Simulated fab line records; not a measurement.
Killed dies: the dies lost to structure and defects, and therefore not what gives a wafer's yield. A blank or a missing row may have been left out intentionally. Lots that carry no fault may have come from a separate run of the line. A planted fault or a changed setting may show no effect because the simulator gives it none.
The tool behind it: which one? / flow n5Finfet / 9 lots, 27 wafers sampled, at 5 steps of a route of 1938

WHAT EACH GAUGE READ, for each wafer
N5_DUMMY_GATE_CD_MEAS_24: the cd target is 15 nm. Usual: cdNm at 15.0 nm, with a standard deviation of 0.31.
lot=L583; measured=day 3 18:01; on=cdSem-01; cdNm (nm)=15.1 15.0 14.9; flag=
lot=L591; measured=day 5 16:28; on=cdSem-02; cdNm (nm)=15.1 15.5 15.0; flag=
lot=L592; measured=day 5 23:29; on=cdSem-02; cdNm (nm)=15.4 15.2 14.8; flag=
lot=L593; measured=day 6 05:17; on=cdSem-03; cdNm (nm)=15.2 14.9 14.7; flag=
lot=L598; measured=day 7 10:46; on=cdSem-03; cdNm (nm)=15.1 14.9 14.9; flag=
lot=L599; measured=day 7 18:34; on=cdSem-02; cdNm (nm)=15.3 14.9 15.0; flag=
lot=L600; measured=day 8 04:33; on=cdSem-01; cdNm (nm)=14.5 14.7 15.4; flag=
lot=L601; measured=day 8 08:31; on=cdSem-01; cdNm (nm)=14.1 14.6 14.5; flag=
lot=L603; measured=day 8 16:16; on=cdSem-01; cdNm (nm)=14.9 15.2 14.9; flag=

N5_BEOL_M4_RC_MEAS_101. Usual: DIBL_N 36.6 mV/V, standard deviation 1.3; DIBL_P 36.4 mV/V, standard deviation 1.4; IOFF_N 0.167 nA/um, standard deviation 0.023; IOFF_N_85C 3.3 nA/um, standard deviation 0.38; IOFF_N_LIN 0.077 nA/um, standard deviation 0.0087; IOFF_N_LONG 5.62e-05 nA/um, standard deviation 2.4e-06; IOFF_P 0.219 nA/um, standard deviation 0.029; IOFF_P_85C 3.8 nA/um, standard deviation 0.42; IOFF_P_LIN 0.104 nA/um, standard deviation 0.012; ION_N 678 uA/um, standard deviation 8.7; ION_P 464 uA/um, standard deviation 6.4; REXT_N 75.4 ohm.um, standard deviation 1.4; REXT_P 101.3 ohm.um, standard deviation 2.6; SS_N 71.5 mV/dec, standard deviation 0.53; SS_P 73.4 mV/dec, standard deviation 0.57; VT_N 248.5 mV, standard deviation 2.8; VT_N_LVT 98.6 mV, standard deviation 2.8; VT_P -249 mV, standard deviation 3.1; VT_P_LVT -99.0 mV, standard deviation 2.7.
lot=L583; measured=day 9 01:15; on=prober-02; DIBL_N (mV/V)=35.6 37.3 36.9; DIBL_P (mV/V)=34.5 36.0 36.0; IOFF_N (nA/um)=0.152 0.181 0.180; IOFF_N_85C (nA/um)=3.0 3.5 3.5; IOFF_N_LIN (nA/um)=0.072 0.082 0.081; IOFF_N_LONG (nA/um)=5.57e-05 5.63e-05 5.61e-05; IOFF_P (nA/um)=0.219 0.244 0.244; IOFF_P_85C (nA/um)=3.7 4.2 4.1; IOFF_P_LIN (nA/um)=0.106 0.114 0.114; ION_N (uA/um)=676 685 679; ION_P (uA/um)=470 472 468; REXT_N (ohm.um)=75.8 74.9 75.8; REXT_P (ohm.um)=106.9 108.9 107.6; SS_N (mV/dec)=71.3 71.9 71.7; SS_P (mV/dec)=73.5 73.3 73.9; VT_N (mV)=247.8 246.9 249.0; VT_N_LVT (mV)=100.1 97.3 99.9; VT_P (mV)=-246 -247 -245; VT_P_LVT (mV)=-98.6 -97.8 -96.8; flag=
lot=L591; measured=day 11 14:51; on=prober-01; DIBL_N (mV/V)=51.2 50.7 51.1; DIBL_P (mV/V)=49.4 47.6 49.4; IOFF_N (nA/um)=0.703 0.718 0.728; IOFF_N_85C (nA/um)=10.7 10.9 11.0; IOFF_N_LIN (nA/um)=0.235 0.235 0.237; IOFF_N_LONG (nA/um)=6.49e-05 6.62e-05 6.64e-05; IOFF_P (nA/um)=1.036 0.897 1.023; IOFF_P_85C (nA/um)=13.9 12.5 13.9; IOFF_P_LIN (nA/um)=0.382 0.348 0.383; ION_N (uA/um)=766 770 773; ION_P (uA/um)=532 533 538; REXT_N (ohm.um)=63.2 63.7 62.8; REXT_P (ohm.um)=83.2 82.6 83.4; SS_N (mV/dec)=74.4 74.3 74.3; SS_P (mV/dec)=75.8 75.2 75.8; VT_N (mV)=229.1 225.0 226.2; VT_N_LVT (mV)=78.0 76.4 76.2; VT_P (mV)=-217 -221 -220; VT_P_LVT (mV)=-71.6 -72.9 -71.1; flag=OFF
lot=L592; measured=day 13 02:11; on=prober-02; DIBL_N (mV/V)=52.6 54.0 52.6; DIBL_P (mV/V)=47.6 49.4 49.0; IOFF_N (nA/um)=0.693 0.854 0.711; IOFF_N_85C (nA/um)=10.5 12.8 10.8; IOFF_N_LIN (nA/um)=0.230 0.268 0.233; IOFF_N_LONG (nA/um)=6.12e-05 6.22e-05 6.17e-05; IOFF_P (nA/um)=0.806 0.969 0.918; IOFF_P_85C (nA/um)=11.4 13.3 12.7; IOFF_P_LIN (nA/um)=0.311 0.354 0.340; ION_N (uA/um)=764 781 762; ION_P (uA/um)=522 534 529; REXT_N (ohm.um)=60.8 60.3 61.6; REXT_P (ohm.um)=82.1 80.8 80.9; SS_N (mV/dec)=74.0 74.9 75.0; SS_P (mV/dec)=75.5 75.9 75.4; VT_N (mV)=227.2 224.4 225.4; VT_N_LVT (mV)=76.8 75.2 77.6; VT_P (mV)=-225 -222 -222; VT_P_LVT (mV)=-76.5 -73.8 -74.3; flag=OFF
lot=L593; measured=day 13 17:03; on=prober-01; DIBL_N (mV/V)=52.5 52.3 53.9; DIBL_P (mV/V)=51.5 52.1 52.2; IOFF_N (nA/um)=0.790 0.797 0.928; IOFF_N_85C (nA/um)=12.0 11.8 13.6; IOFF_N_LIN (nA/um)=0.249 0.258 0.272; IOFF_N_LONG (nA/um)=6e-05 5.99e-05 6.06e-05; IOFF_P (nA/um)=0.930 0.978 0.938; IOFF_P_85C (nA/um)=12.6 13.0 12.7; IOFF_P_LIN (nA/um)=0.323 0.335 0.324; ION_N (uA/um)=765 762 761; ION_P (uA/um)=528 524 521; REXT_N (ohm.um)=62.0 62.3 61.8; REXT_P (ohm.um)=82.9 83.1 83.6; SS_N (mV/dec)=75.3 74.9 76.0; SS_P (mV/dec)=76.8 76.7 76.6; VT_N (mV)=224.9 226.1 223.6; VT_N_LVT (mV)=73.3 73.3 72.1; VT_P (mV)=-226 -227 -225; VT_P_LVT (mV)=-74.3 -74.2 -74.6; flag=OFF
lot=L598; measured=day 14 20:09; on=prober-02; DIBL_N (mV/V)=35.9 35.2 36.6; DIBL_P (mV/V)=35.4 35.2 36.0; IOFF_N (nA/um)=0.156 0.148 0.169; IOFF_N_85C (nA/um)=3.1 3.0 3.3; IOFF_N_LIN (nA/um)=0.076 0.073 0.080; IOFF_N_LONG (nA/um)=5.9e-05 5.91e-05 5.88e-05; IOFF_P (nA/um)=0.219 0.225 0.230; IOFF_P_85C (nA/um)=3.8 3.9 3.9; IOFF_P_LIN (nA/um)=0.104 0.108 0.107; ION_N (uA/um)=675 681 681; ION_P (uA/um)=464 472 466; REXT_N (ohm.um)=74.8 75.1 74.7; REXT_P (ohm.um)=99.5 98.3 100.8; SS_N (mV/dec)=70.9 70.5 70.9; SS_P (mV/dec)=73.2 73.5 73.4; VT_N (mV)=246.8 249.7 246.5; VT_N_LVT (mV)=95.4 97.1 95.6; VT_P (mV)=-250 -248 -248; VT_P_LVT (mV)=-95.7 -95.3 -96.1; flag=
lot=L599; measured=day 14 18:17; on=prober-01; DIBL_N (mV/V)=36.4 37.5 37.3; DIBL_P (mV/V)=36.8 38.0 37.8; IOFF_N (nA/um)=0.165 0.173 0.172; IOFF_N_85C (nA/um)=3.2 3.3 3.3; IOFF_N_LIN (nA/um)=0.074 0.078 0.077; IOFF_N_LONG (nA/um)=5.69e-05 5.62e-05 5.65e-05; IOFF_P (nA/um)=0.212 0.237 0.228; IOFF_P_85C (nA/um)=3.7 4.0 3.9; IOFF_P_LIN (nA/um)=0.099 0.108 0.104; ION_N (uA/um)=667 670 668; ION_P (uA/um)=458 463 461; REXT_N (ohm.um)=75.7 75.3 76.0; REXT_P (ohm.um)=101.3 99.0 100.0; SS_N (mV/dec)=71.5 71.5 71.3; SS_P (mV/dec)=73.0 73.5 73.2; VT_N (mV)=246.2 247.3 247.1; VT_N_LVT (mV)=99.0 98.9 98.6; VT_P (mV)=-250 -248 -251; VT_P_LVT (mV)=-99.8 -98.7 -100.0; flag=
lot=L600; measured=day 14 22:31; on=prober-01; DIBL_N (mV/V)=39.3 37.9 37.2; DIBL_P (mV/V)=37.6 37.0 36.2; IOFF_N (nA/um)=0.193 0.165 0.149; IOFF_N_85C (nA/um)=3.7 3.2 3.0; IOFF_N_LIN (nA/um)=0.085 0.076 0.070; IOFF_N_LONG (nA/um)=5.34e-05 5.3e-05 5.2e-05; IOFF_P (nA/um)=0.207 0.200 0.180; IOFF_P_85C (nA/um)=3.5 3.4 3.2; IOFF_P_LIN (nA/um)=0.093 0.091 0.084; ION_N (uA/um)=689 679 672; ION_P (uA/um)=461 466 456; REXT_N (ohm.um)=72.6 73.6 74.1; REXT_P (ohm.um)=97.4 95.9 97.7; SS_N (mV/dec)=71.7 71.7 71.6; SS_P (mV/dec)=74.3 73.7 73.5; VT_N (mV)=245.8 249.2 252.1; VT_N_LVT (mV)=97.0 98.5 101.0; VT_P (mV)=-252 -253 -255; VT_P_LVT (mV)=-102.9 -102.1 -104.0; flag=
lot=L601; measured=day 15 15:37; on=prober-01; DIBL_N (mV/V)=37.1 37.7 36.9; DIBL_P (mV/V)=39.1 38.4 38.3; IOFF_N (nA/um)=0.171 0.176 0.168; IOFF_N_85C (nA/um)=3.3 3.4 3.2; IOFF_N_LIN (nA/um)=0.077 0.079 0.077; IOFF_N_LONG (nA/um)=5.13e-05 5.29e-05 5.18e-05; IOFF_P (nA/um)=0.247 0.233 0.222; IOFF_P_85C (nA/um)=4.2 4.0 3.9; IOFF_P_LIN (nA/um)=0.111 0.107 0.103; ION_N (uA/um)=674 675 678; ION_P (uA/um)=463 465 466; REXT_N (ohm.um)=75.9 74.5 74.7; REXT_P (ohm.um)=97.5 97.5 99.6; SS_N (mV/dec)=72.1 72.4 71.7; SS_P (mV/dec)=73.3 73.7 73.8; VT_N (mV)=249.8 250.0 252.3; VT_N_LVT (mV)=100.2 98.8 99.4; VT_P (mV)=-248 -248 -251; VT_P_LVT (mV)=-97.0 -98.5 -100.3; flag=
lot=L603; measured=day 15 15:25; on=prober-02; DIBL_N (mV/V)=36.2 36.1 35.8; DIBL_P (mV/V)=37.2 36.6 36.3; IOFF_N (nA/um)=0.160 0.153 0.151; IOFF_N_85C (nA/um)=3.2 3.1 3.0; IOFF_N_LIN (nA/um)=0.075 0.071 0.072; IOFF_N_LONG (nA/um)=5.43e-05 5.48e-05 5.5e-05; IOFF_P (nA/um)=0.197 0.182 0.179; IOFF_P_85C (nA/um)=3.5 3.3 3.3; IOFF_P_LIN (nA/um)=0.097 0.091 0.090; ION_N (uA/um)=679 676 679; ION_P (uA/um)=461 457 460; REXT_N (ohm.um)=76.2 75.9 75.7; REXT_P (ohm.um)=103.9 104.8 104.9; SS_N (mV/dec)=71.8 71.3 70.9; SS_P (mV/dec)=72.2 72.6 72.6; VT_N (mV)=248.6 251.2 250.6; VT_N_LVT (mV)=100.0 100.9 100.5; VT_P (mV)=-252 -250 -252; VT_P_LVT (mV)=-103.2 -103.2 -103.6; flag=

EACH LOT AND THE TOOL THAT RAN IT (in order: tool; ch and the chambers of the sampled wafers; start)
lot=L583; N5_DUMMY_GATE_ETCH_31=rieDiel-02 ch 0,1, day 3 17:34; N5_DUMMY_GATE_STRIP_41=rieDiel-02 ch 0,1, day 3 17:37; N5_SPACER0_ALD_08=aldSin-01 ch 2,3, day 3 19:01
lot=L591; N5_DUMMY_GATE_ETCH_31=rieDiel-03 ch 0,1,2, day 5 16:01; N5_DUMMY_GATE_STRIP_41=rieDiel-03 ch 0,1,2, day 5 16:04; N5_SPACER0_ALD_08=aldSin-01 ch 1,2,3, day 5 17:21
lot=L592; N5_DUMMY_GATE_ETCH_31=rieDiel-06 ch 0,2,3, day 5 23:02; N5_DUMMY_GATE_STRIP_41=rieDiel-06 ch 0,2,3, day 5 23:05; N5_SPACER0_ALD_08=aldSin-01 ch 1,2,3, day 6 00:20
lot=L593; N5_DUMMY_GATE_ETCH_31=rieDiel-02 ch 0,1,2, day 6 04:50; N5_DUMMY_GATE_STRIP_41=rieDiel-02 ch 0,1,2, day 6 04:53; N5_SPACER0_ALD_08=aldSin-01 ch 0,2,3, day 6 06:08
lot=L598; N5_DUMMY_GATE_ETCH_31=rieDiel-06 ch 1,2,3, day 7 10:19; N5_DUMMY_GATE_STRIP_41=rieDiel-06 ch 1,2,3, day 7 10:22; N5_SPACER0_ALD_08=aldSin-01 ch 0,3, day 7 11:33
lot=L599; N5_DUMMY_GATE_ETCH_31=rieDiel-06 ch 2,3, day 7 18:07; N5_DUMMY_GATE_STRIP_41=rieDiel-06 ch 2,3, day 7 18:10; N5_SPACER0_ALD_08=aldSin-01 ch 1,3, day 7 19:17
lot=L600; N5_DUMMY_GATE_ETCH_31=rieDiel-06 ch 0,1,3, day 8 04:07; N5_DUMMY_GATE_STRIP_41=rieDiel-06 ch 0,1,3, day 8 04:09; N5_SPACER0_ALD_08=aldSin-02 ch 1,2,3, day 8 05:17
lot=L601; N5_DUMMY_GATE_ETCH_31=rieDiel-02 ch 0,3, day 8 08:03; N5_DUMMY_GATE_STRIP_41=rieDiel-02 ch 0,3, day 8 08:06; N5_SPACER0_ALD_08=aldSin-02 ch 0,1,2, day 8 09:59
lot=L603; N5_DUMMY_GATE_ETCH_31=rieDiel-06 ch 0,1, day 8 15:49; N5_DUMMY_GATE_STRIP_41=rieDiel-06 ch 0,1, day 8 15:52; N5_SPACER0_ALD_08=aldSin-03 ch 0,2, day 8 17:05
- N5_DUMMY_GATE_ETCH_31: etches SiO2 in C4F6/O2, target depth 82.5 nm, time 27.5 s.
- N5_DUMMY_GATE_STRIP_41: strips in O2.
- N5_SPACER0_ALD_08: deposits SiNx, target thk 2 nm.

WHAT THE TOOLS THEMSELVES READ (means of the sampled wafers that have a number; where no wafer has one, the mark that the record gives instead)
N5_DUMMY_GATE_ETCH_31. Usual: drypumpMotorCurrentA 5.6 A, standard deviation 0.48; oesProductAu 0.78 a.u., standard deviation 0.099; rfVppV 664 V, standard deviation 5.8; showerheadPlenumPTorr 2.84 Torr, standard deviation 0.098; throttleValvePct 21.22 %, standard deviation 0.2.
lot=L583; tool=rieDiel-02; drypumpMotorCurrentA (A)=6.1; oesProductAu (a.u.)=0.69; rfVppV (V)=660; showerheadPlenumPTorr (Torr)=2.89; throttleValvePct (%)=21.33; flag=
lot=L591; tool=rieDiel-03; drypumpMotorCurrentA (A)=5.3; oesProductAu (a.u.)=0.78; rfVppV (V)=667; showerheadPlenumPTorr (Torr)=2.82; throttleValvePct (%)=21.17; flag=
lot=L592; tool=rieDiel-06; drypumpMotorCurrentA (A)=5.7; oesProductAu (a.u.)=0.72; rfVppV (V)=659; showerheadPlenumPTorr (Torr)=2.80; throttleValvePct (%)=21.25; flag=
lot=L593; tool=rieDiel-02; drypumpMotorCurrentA (A)=6.0; oesProductAu (a.u.)=0.89; rfVppV (V)=663; showerheadPlenumPTorr (Torr)=2.90; throttleValvePct (%)=21.08; flag=
lot=L598; tool=rieDiel-06; drypumpMotorCurrentA (A)=5.8; oesProductAu (a.u.)=0.72; rfVppV (V)=664; showerheadPlenumPTorr (Torr)=2.84; throttleValvePct (%)=21.32; flag=
lot=L599; tool=rieDiel-06; drypumpMotorCurrentA (A)=6.1; oesProductAu (a.u.)=0.73; rfVppV (V)=659; showerheadPlenumPTorr (Torr)=2.77; throttleValvePct (%)=21.17; flag=
lot=L600; tool=rieDiel-06; drypumpMotorCurrentA (A)=5.4; oesProductAu (a.u.)=0.79; rfVppV (V)=664; showerheadPlenumPTorr (Torr)=2.86; throttleValvePct (%)=21.35; flag=
lot=L601; tool=rieDiel-02; drypumpMotorCurrentA (A)=5.7; oesProductAu (a.u.)=0.89; rfVppV (V)=657; showerheadPlenumPTorr (Torr)=2.79; throttleValvePct (%)=21.21; flag=
lot=L603; tool=rieDiel-06; drypumpMotorCurrentA (A)=5.3; oesProductAu (a.u.)=0.86; rfVppV (V)=662; showerheadPlenumPTorr (Torr)=2.85; throttleValvePct (%)=21.19; flag=

N5_DUMMY_GATE_STRIP_41. Usual: drypumpMotorCurrentA 5.6 A, standard deviation 0.47; o2FlowSccm 225.0 sccm, standard deviation 0.66; oesProductAu 0.78 a.u., standard deviation 0.1; rfVppV 3.7 V, standard deviation 0.47; showerheadPlenumPTorr 2.09 Torr, standard deviation 0.076; throttleValvePct 16.72 %, standard deviation 0.23.
lot=L583; tool=rieDiel-02; drypumpMotorCurrentA (A)=6.1; o2FlowSccm (sccm)=224.8; oesProductAu (a.u.)=0.70; rfVppV (V)=3.8; showerheadPlenumPTorr (Torr)=2.13; throttleValvePct (%)=16.84; flag=
lot=L591; tool=rieDiel-03; drypumpMotorCurrentA (A)=5.3; o2FlowSccm (sccm)=224.7; oesProductAu (a.u.)=0.77; rfVppV (V)=3.5; showerheadPlenumPTorr (Torr)=2.07; throttleValvePct (%)=16.68; flag=
lot=L592; tool=rieDiel-06; drypumpMotorCurrentA (A)=5.7; o2FlowSccm (sccm)=224.9; oesProductAu (a.u.)=0.71; rfVppV (V)=3.9; showerheadPlenumPTorr (Torr)=2.06; throttleValvePct (%)=16.74; flag=
lot=L593; tool=rieDiel-02; drypumpMotorCurrentA (A)=6.0; o2FlowSccm (sccm)=224.6; oesProductAu (a.u.)=0.89; rfVppV (V)=3.7; showerheadPlenumPTorr (Torr)=2.14; throttleValvePct (%)=16.54; flag=
lot=L598; tool=rieDiel-06; drypumpMotorCurrentA (A)=5.8; o2FlowSccm (sccm)=225.2; oesProductAu (a.u.)=0.72; rfVppV (V)=3.4; showerheadPlenumPTorr (Torr)=2.08; throttleValvePct (%)=16.84; flag=
lot=L599; tool=rieDiel-06; drypumpMotorCurrentA (A)=6.1; o2FlowSccm (sccm)=224.5; oesProductAu (a.u.)=0.73; rfVppV (V)=3.5; showerheadPlenumPTorr (Torr)=2.03; throttleValvePct (%)=16.66; flag=
lot=L600; tool=rieDiel-06; drypumpMotorCurrentA (A)=5.4; o2FlowSccm (sccm)=224.8; oesProductAu (a.u.)=0.78; rfVppV (V)=3.7; showerheadPlenumPTorr (Torr)=2.10; throttleValvePct (%)=16.82; flag=
lot=L601; tool=rieDiel-02; drypumpMotorCurrentA (A)=5.7; o2FlowSccm (sccm)=224.7; oesProductAu (a.u.)=0.89; rfVppV (V)=3.8; showerheadPlenumPTorr (Torr)=2.06; throttleValvePct (%)=16.67; flag=
lot=L603; tool=rieDiel-06; drypumpMotorCurrentA (A)=5.3; o2FlowSccm (sccm)=225.2; oesProductAu (a.u.)=0.86; rfVppV (V)=3.8; showerheadPlenumPTorr (Torr)=2.10; throttleValvePct (%)=16.66; flag=

N5_SPACER0_ALD_08. Usual: chamberPressureTorr 2.000 Torr, standard deviation 0.0047; heaterPowerOuterW 516 W, standard deviation 62; heaterPowerW 831 W, standard deviation 89.
lot=L583; tool=aldSin-01; chamberPressureTorr (Torr)=2.001; heaterPowerOuterW (W)=484; heaterPowerW (W)=767; flag=
lot=L591; tool=aldSin-01; chamberPressureTorr (Torr)=-; heaterPowerOuterW (W)=-; heaterPowerW (W)=-; flag=OFF
lot=L592; tool=aldSin-01; chamberPressureTorr (Torr)=-; heaterPowerOuterW (W)=-; heaterPowerW (W)=-; flag=OFF
lot=L593; tool=aldSin-01; chamberPressureTorr (Torr)=-; heaterPowerOuterW (W)=-; heaterPowerW (W)=-; flag=OFF
lot=L598; tool=aldSin-01; chamberPressureTorr (Torr)=1.997; heaterPowerOuterW (W)=504; heaterPowerW (W)=827; flag=
lot=L599; tool=aldSin-01; chamberPressureTorr (Torr)=2.006; heaterPowerOuterW (W)=556; heaterPowerW (W)=903; flag=
lot=L600; tool=aldSin-02; chamberPressureTorr (Torr)=1.997; heaterPowerOuterW (W)=573; heaterPowerW (W)=924; flag=
lot=L601; tool=aldSin-02; chamberPressureTorr (Torr)=2.000; heaterPowerOuterW (W)=576; heaterPowerW (W)=928; flag=
lot=L603; tool=aldSin-03; chamberPressureTorr (Torr)=2.003; heaterPowerOuterW (W)=472; heaterPowerW (W)=776; flag=

THE ANSWER, worked out from the rows above alone
Rule: lot off if the mean of its wafers having a number is beyond 3 standard deviations from the usual mean. Also off: a lot with no number at a reading for which 4 or more lots have one. Any other lot the step has rows for is counted as sound. First the gauges in route order, then the tools' own readings, where a lot's mean is used as printed above. At the first step where some lot is off, the reading lying furthest off is the one used; lots without a number count as furthest.
Off: at N5_BEOL_M4_RC_MEAS_101 (IOFF_N), L591, L592, L593.
A tool fits if, at a process step before that reading, it ran every lot that is off, and no sound lot after the first of them. The gauges at N5_BEOL_M4_RC_MEAS_101 aren't tried: what is off there is off at N5_SPACER0_ALD_08 too, on other tools, and a gauge's error can't cause that. No candidate that was tried fits.

WHAT THE SIMULATOR HAD INSERTED
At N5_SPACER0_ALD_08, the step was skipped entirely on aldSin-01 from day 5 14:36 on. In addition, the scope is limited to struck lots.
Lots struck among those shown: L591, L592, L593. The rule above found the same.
